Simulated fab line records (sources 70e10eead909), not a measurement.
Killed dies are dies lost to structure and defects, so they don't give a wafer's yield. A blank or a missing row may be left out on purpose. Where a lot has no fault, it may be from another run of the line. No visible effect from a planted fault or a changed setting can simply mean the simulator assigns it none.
Matching of chambers :: flow nand_harc :: NHARC_A_CHANNEL_FILL_D1_ALD_16 on ald_hk-02 has 4 sister chambers
The step deposits SiO2, target thk 1.5 nm, pulse time 10 s, ald cycles 15. 14 wafers are shown with their chamber, then 7 later ones without.

WAFERS WITH THEIR CHAMBER
wafer: L077.1
chamber: 3
heater_power_w (W): 478
precursor_pulse_height_rel: 1.004
susceptor_temp_C (C): 300.10

wafer: L077.5
chamber: 1
heater_power_w (W): 449
precursor_pulse_height_rel: 1.012
susceptor_temp_C (C): 300.19

wafer: L077.6
chamber: 2
heater_power_w (W): 486
precursor_pulse_height_rel: 1.001
susceptor_temp_C (C): 299.98

wafer: L079.1
chamber: 2
heater_power_w (W): 482
precursor_pulse_height_rel: 0.991
susceptor_temp_C (C): 300.16

wafer: L079.2
chamber: 3
heater_power_w (W): 461
precursor_pulse_height_rel: 1.007
susceptor_temp_C (C): 300.01

wafer: L079.3
chamber: 1
heater_power_w (W): 446
precursor_pulse_height_rel: 1.020
susceptor_temp_C (C): 300.07

wafer: L083.2
chamber: 1
heater_power_w (W): 462
precursor_pulse_height_rel: 1.024
susceptor_temp_C (C): 300.02

wafer: L083.3
chamber: 3
heater_power_w (W): 468
precursor_pulse_height_rel: 1.008
susceptor_temp_C (C): 299.63

wafer: L083.6
chamber: 1
heater_power_w (W): 444
precursor_pulse_height_rel: 1.048
susceptor_temp_C (C): 299.96

wafer: L082.1
chamber: 0
heater_power_w (W): 489
precursor_pulse_height_rel: 1.038
susceptor_temp_C (C): 299.56

wafer: L082.3
chamber: 1
heater_power_w (W): 451
precursor_pulse_height_rel: 1.007
susceptor_temp_C (C): 300.09

wafer: L082.5
chamber: 2
heater_power_w (W): 474
precursor_pulse_height_rel: 1.005
susceptor_temp_C (C): 299.97

wafer: L090.2
chamber: 1
heater_power_w (W): 460
precursor_pulse_height_rel: 1.018
susceptor_temp_C (C): 299.88

wafer: L090.4
chamber: 0
heater_power_w (W): 487
precursor_pulse_height_rel: 1.013
susceptor_temp_C (C): 299.92

SIGNATURES (means of the wafers above)
reading: heater_power_w
chamber 0: 488.00
chamber 1: 452.00
chamber 2: 480.67
chamber 3: 469.00
scatter within a chamber: 7.05

reading: precursor_pulse_height_rel
chamber 0: 1.02550
chamber 1: 1.02150
chamber 2: 0.99900
chamber 3: 1.00633
scatter within a chamber: 0.012

reading: susceptor_temp_C
chamber 0: 299.7400
chamber 1: 300.0350
chamber 2: 300.0367
chamber 3: 299.9133
scatter within a chamber: 0.164
Rule: a wafer lies at a distance from a chamber equal to the root of the sum of squares, over the readings, of (its reading less the chamber's mean, divided by the reading's scatter). If the next closest chamber is less than 2 further off than the closest, the wafer can't be placed; otherwise it belongs to the closest. The scatter: take each reading less its chamber's mean, square it, sum over the shown wafers, divide by the number of wafers less the number of chambers, and take the root.

WAFERS WITH NO CHAMBER GIVEN
wafer: L090.6
heater_power_w (W): 474
precursor_pulse_height_rel: 1.003
susceptor_temp_C (C): 300.14

wafer: L095.2
heater_power_w (W): 437
precursor_pulse_height_rel: 1.000
susceptor_temp_C (C): 299.92

wafer: L095.3
heater_power_w (W): 472
precursor_pulse_height_rel: 1.005
susceptor_temp_C (C): 299.70

wafer: L095.6
heater_power_w (W): 448
precursor_pulse_height_rel: 1.014
susceptor_temp_C (C): 300.01

wafer: L094.4
heater_power_w (W): 448
precursor_pulse_height_rel: 0.997
susceptor_temp_C (C): 299.90

wafer: L094.5
heater_power_w (W): 450
precursor_pulse_height_rel: 0.985
susceptor_temp_C (C): 299.91

wafer: L094.6
heater_power_w (W): 485
precursor_pulse_height_rel: 1.005
susceptor_temp_C (C): 300.06

CHAMBER TAKEN BY EACH
wafer: L090.6
from the rows above: can't be placed: 2 or 3
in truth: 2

wafer: L095.2
from the rows above: can't be placed: 1 or 3
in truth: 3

wafer: L095.3
from the rows above: can't be placed: 3 or 2 or 0
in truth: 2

wafer: L095.6
from the rows above: 1
in truth: 1

wafer: L094.4
from the rows above: can't be placed: 1 or 3
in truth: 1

wafer: L094.5
from the rows above: can't be placed: 1 or 3 or 2
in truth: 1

wafer: L094.6
from the rows above: can't be placed: 2 or 3 or 0
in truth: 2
1 of 7 placed correctly. Cannot be placed on the basis of these rows: 6; the candidates contain the true chamber in 6. Placed wrongly: 0.
